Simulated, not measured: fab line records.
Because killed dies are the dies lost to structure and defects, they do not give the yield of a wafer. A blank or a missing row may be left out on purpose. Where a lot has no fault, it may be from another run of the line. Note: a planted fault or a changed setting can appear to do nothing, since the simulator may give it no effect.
fab line records ; flow n5-finfet
[record] lots = 7; wafers = 21
route steps=1938 shown PASSIVATION@1930
start-h: the number of hours between the record's first day and the start of the first shown wafer of the lot ; wait-h: time in hours since the lot's previous step ; " as in the row above ; L1.1+2: a single row standing in for several wafers ; - value missing, or start not given ; * or withheld: withheld ; < > ~ a bound
route shown NAME@n: a module of which the file shows steps, and the number in the route of the first ; usual: mean and standard deviation over wafers with no fault ; same: alike in all rows ; chamber/n: place in a boat ; sites: per-site readings ; _std_site: standard deviation across them ; _edge_site: outer sites' mean less inner sites' ; radius-mm: how far each site lies from the wafer's centre ; mask NAME#n: copy n ; behind: the last tool/chamber to shape the wafer ; hold: why the lot was held/for how many hours/how that ended ; device: the transistor (n, p or np) that didn't switch ; end of line: tests of these same wafers at the route's end ; a step with no rows: only its recipe ; killed: count of dies lost to structure and defects at first sort (not the wafer's yield) ; map: per-die view of a wafer (x killed, . not killed, _ where there is no die)
set.NAME: the run value of the setting; set.NAME@STEP: its run value at that earlier step ; model.NAME: the simulator's own value behind a step, which no gauge read
lots with deliberately changed settings; one table per step, one row per wafer
[[steps]]
[step N5_PASSIVATION_ETCH_54]
[recipe] chemistry = CHF3/O2; target = SiO2; target-depth-a = 8800; CHF3_flow_sccm = 50; O2_flow_sccm = 5; Ar_flow_sccm = 200; time-s = 440; mask-material = PR; pressure-mtorr = 30; source-w = 650; bias-w = 170; ion-energy-ev = 200
lot.wafer;tool;chamber;start-h;wait-h;set.time-s;model.etch.depth-nm;model.PASSIVATION.feature-depth-nm
L075.2;rie-diel-04;1;385.05;0.1;440;875.6;875.6
L075.3;rie-diel-04;0;385.05;0.1;440;881.3;881.2
L075.5;rie-diel-04;2;385.05;0.1;535.8;1075;1075
L080.1;rie-diel-04;2;409.41;0.1;440;886.9;887
L080.3;rie-diel-04;1;409.41;0.1;440;875.4;875.4
L080.5;rie-diel-04;2;409.41;0.1;440;889.5;889.4
L084.1;rie-diel-04;0;432.93;0.1;528.5;1075;1075
L084.4;rie-diel-04;1;432.93;0.1;440;888.6;888.6
L084.5;rie-diel-04;2;432.93;0.1;440;892.2;892.2
L091.1;rie-diel-01;0;447.07;0.1;440;852;852
L091.3;rie-diel-01;3;447.07;0.1;529.4;1044;1044
L091.5;rie-diel-01;1;447.07;0.1;529.4;1058;1058
L095.2;rie-diel-04;2;497.70;0.1;440;871.4;871.4
L095.3;rie-diel-04;3;497.70;0.1;440;918.5;918.6
L095.4;rie-diel-04;0;497.70;0.1;440;875.5;875.4
L096.1;rie-diel-04;3;498.29;0.1;475.8;996.7;996.8
L096.4;rie-diel-04;0;498.29;0.1;475.8;962;962
L096.5;rie-diel-04;1;498.29;0.1;440;873.1;873.2
L097.1;rie-diel-05;1;507.26;0.1;440;891.7;891.8
L097.2;rie-diel-05;0;507.26;0.1;440;874;874
L097.6;rie-diel-05;3;507.26;0.1;440;879.3;879.4
[[key]]
[split] step = N5_PASSIVATION_ETCH_54; setting = time-s; stated = 440; by = wafer
[response] step = N5_PASSIVATION_ETCH_54; reading = model.etch.depth-nm; change = +9.49; per = 1%; r = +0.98
[response] step = N5_PASSIVATION_ETCH_54; reading = model.PASSIVATION.feature-depth-nm; change = +9.49; per = 1%; r = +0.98
